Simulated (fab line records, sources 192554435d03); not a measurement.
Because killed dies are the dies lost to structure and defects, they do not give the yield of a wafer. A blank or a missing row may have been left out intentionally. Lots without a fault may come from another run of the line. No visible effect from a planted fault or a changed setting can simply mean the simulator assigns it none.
Struck lot and sound lot, side by side | flow n5-finfet | 15 steps out of a route of 1938
Sound: these wafers, L222.2, L222.3, L222.4. Struck: wafers L232.2, L232.5. (L232.3 of the same lot was not struck and is left out.) The cause comes at the end.
Per side, at each step with rows, come the tool, then ch with its chambers, and then its first start. Under that, the readings that differ: sound wafers | struck wafers | difference of the means | sigmas: that difference in standard deviations of wafers without a fault.
alike: readings with means less than 2 such deviations apart, plus words and numbers identical on both sides. not compared: withheld readings, readings lacking a value on some wafer, bounds such as >300 that could conceal the same value, and numbers that have no deviation in the record and whose values overlap.
Wherever a step has rows on one side only, a row that says differs or no value, or a row with sigmas, the two part there. Non-overlapping numbers with no deviation appear without sigmas and do not part them. A reading missing from all wafers of one side parts the sides only when that side holds two or more wafers.

N5_BEOL_M3_CMP_52: polishes, stops on SiOC, t overpolish 6.8 s, target thk 40 nm.
  sound on cmp-04 ch 0,1,3, day 8 12:49; struck on cmp-04 ch 1,2, day 10 23:16
  reading                 | sound             | struck      | difference | sigmas
  edge-zone-pressure-frac | 0.993 1.002 0.989 | 1.007 1.006 | +0.012     | +2
  alike: barrier-field-endpoint-s, motor-current-A, overpolish-run-s, time-to-endpoint-s
N5_BEOL_M3_THK_MEAS_53: measures by xrf.
  struck on film-metro-01, day 10 23:29; sound on film-metro-02, day 8 13:07
  reading     | sound          | struck    | difference | sigmas
  M3_THK (nm) | 41.5 41.8 41.2 | 38.1 39.2 | -2.8       | -2
N5_BEOL_M3_PRE_CLEAN_60: time 15 s.
  sound on cvd-co-02 ch 0,2, day 8 13:09; struck on cvd-co-01 ch 2, day 10 23:31
  alike: heater-power-w
N5_BEOL_M3_CO_CAP_55: material Co, precursor CCTBA/H2, target thk 2 nm, time 102.1 s.
  sound on cvd-co-02 ch 0,2, day 8 13:11; struck on cvd-co-01 ch 2, day 10 23:34
  alike: chamber-pressure-Torr, heater-power-w
then, 1 step without rows for these wafers: N5_BEOL_M3_PRE_CLEAN_56 (time 15 s).
N5_BEOL_M3_DEP_57: deposits SiCN from 3MS/NH3, target thk 8 nm, time 14 s.
  sound on pecvd-03 ch 1,2, day 8 13:19; struck on pecvd-04 ch 1, day 10 23:40
  alike: chamber-pressure-Torr, showerhead-plenum-p-Torr, throttle-valve-pct
N5_BEOL_M3_RS_MEAS_58: a four-point-probe measurement.
  struck on film-metro-01, day 10 23:44; sound on film-metro-02, day 8 13:23
  alike: M3_RS
N5_BEOL_M3_INSPECT_59: inspects for defects (darkfield).
  struck on defect-inspect-02, day 10 23:46; sound on defect-inspect-01, day 8 13:24
  alike: raw-defect-count
then, 1 step without rows for these wafers: N5_BEOL_M4_ILD_DEP_00 (deposits SiOC from DEMS/O2, target thk 79 nm, time 15.3 s).
N5_BEOL_M4_THK_MEAS_01:
  struck on film-metro-01, day 10 23:52; sound on film-metro-02, day 8 13:31
  alike: M4_ILD_THK
then, 1 step without rows for these wafers: N5_BEOL_M4_PECVD_72 (deposits SiO2 from TEOS/O2, target thk 16 nm, time 18 s).
N5_BEOL_M4_HM_DEP_02: deposits TiN, target thk 20 nm.
  struck on pvd-sputter-02, day 10 23:58; sound on pvd-sputter-02, day 8 14:31
  alike: substrate-temp-c, throttle-valve-pct
N5_BEOL_M4_COAT_61: time 60 s, resist thk 60 nm.
  sound on litho-track-04 ch 0, day 8 14:38; struck on litho-track-05 ch 0, day 11 00:05
  reading          | sound             | struck      | difference | sigmas
  run-length-s (s) | 66.27 66.03 65.94 | 70.04 70.01 | +3.95      | +17
then, 1 step without rows for these wafers: N5_BEOL_M4_COAT_62 (time 60 s, resist thk 12 nm).
N5_BEOL_M4_RC_MEAS_101:
  sound on prober-01 ch 0, day 9 01:17; struck on prober-01 ch 0, day 11 17:55
  reading       | sound          | struck    | difference | sigmas
  ION_N (uA/um) | 686 676 699    | 668 666   | -20        | -2
  SS_N (mV/dec) | 72.3 71.8 73.0 | 71.4 71.0 | -1.2       | -2
  alike: DIBL_N, DIBL_P, IOFF_N, IOFF_P, ION_P, SS_P, VT_N, VT_P

== WHERE THEY PART ==
Last at N5_BEOL_M4_RC_MEAS_101 as far as this record goes, first at N5_BEOL_M3_CMP_52.

WHY: what had been put in by the simulator
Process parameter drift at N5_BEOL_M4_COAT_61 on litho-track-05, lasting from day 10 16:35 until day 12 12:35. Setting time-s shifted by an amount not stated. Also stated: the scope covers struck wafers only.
